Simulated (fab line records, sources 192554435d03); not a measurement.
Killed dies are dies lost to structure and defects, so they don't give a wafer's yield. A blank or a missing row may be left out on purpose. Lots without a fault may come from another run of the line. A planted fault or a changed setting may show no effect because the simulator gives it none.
Chamber matching | flow n5_finfet | N5_FIN_SAQP_SPACER1_ETCHBACK_25 on rie_diel-02: 4 sister chambers
The step etches SiO2 in CHF3/O2, target depth 24.4 nm, time 12.2 s. 14 wafers are shown with their chamber, then 7 later ones without.

WAFERS WITH THEIR CHAMBER
wafer  | chamber | showerhead_plenum_p_Torr (Torr) | drypump_motor_current_A (A) | rf_vpp_V (V)
L075.1 | 0       | 2.30                            | 5.9                         | 520
L075.4 | 3       | 2.32                            | 6.1                         | 520
L075.5 | 0       | 2.30                            | 5.9                         | 520
L084.2 | 0       | 2.30                            | 5.9                         | 519
L084.3 | 1       | 2.32                            | 5.0                         | 521
L084.6 | 0       | 2.30                            | 5.9                         | 519
L089.1 | 0       | 2.29                            | 5.8                         | 519
L089.2 | 2       | 2.50                            | 6.1                         | 533
L089.5 | 1       | 2.32                            | 5.0                         | 521
L091.2 | 0       | 2.29                            | 5.9                         | 519
L091.4 | 3       | 2.31                            | 6.1                         | 518
L091.5 | 2       | 2.50                            | 6.2                         | 534
L092.2 | 2       | 2.50                            | 6.2                         | 534
L092.3 | 3       | 2.31                            | 6.1                         | 520

SIGNATURES (means of the wafers above)
reading                  | chamber 0 | chamber 1 | chamber 2 | chamber 3 | scatter within a chamber
showerhead_plenum_p_Torr | 2.2967    | 2.3200    | 2.5000    | 2.3133    | 0.00447
drypump_motor_current_A  | 5.883     | 5.000     | 6.167     | 6.100     | 0.0387
rf_vpp_V                 | 519.33    | 521.00    | 533.67    | 519.33    | 0.683
Rule: a wafer's distance from a chamber is the root of the sum, over the readings, of the square of ((its reading less the chamber's mean) divided by the reading's scatter). The wafer belongs to the nearest chamber; if the next one is less than 2 further off, it can't be placed. The scatter: the root of (the sum of the squares of (reading less its chamber's mean) over the shown wafers, divided by (wafers less chambers)).

WAFERS WITHOUT THEIR CHAMBER
wafer  | showerhead_plenum_p_Torr (Torr) | drypump_motor_current_A (A) | rf_vpp_V (V)
L092.5 | 2.31                            | 6.1                         | 520
L094.2 | 2.50                            | 6.2                         | 532
L094.3 | 2.31                            | 5.0                         | 520
L094.5 | 2.31                            | 6.1                         | 520
L095.3 | 2.31                            | 6.1                         | 519
L095.4 | 2.31                            | 5.0                         | 520
L095.5 | 2.31                            | 6.1                         | 520

WHICH CHAMBER EACH WENT THROUGH
wafer  | from the rows above | in truth
L092.5 | 3                   | 3
L094.2 | 2                   | 2
L094.3 | 1                   | 1
L094.5 | 3                   | 3
L095.3 | 3                   | 3
L095.4 | 1                   | 1
L095.5 | 3                   | 3
Placed correctly: 7 of 7. Can't be placed from these rows: 0. Placed wrongly: 0.
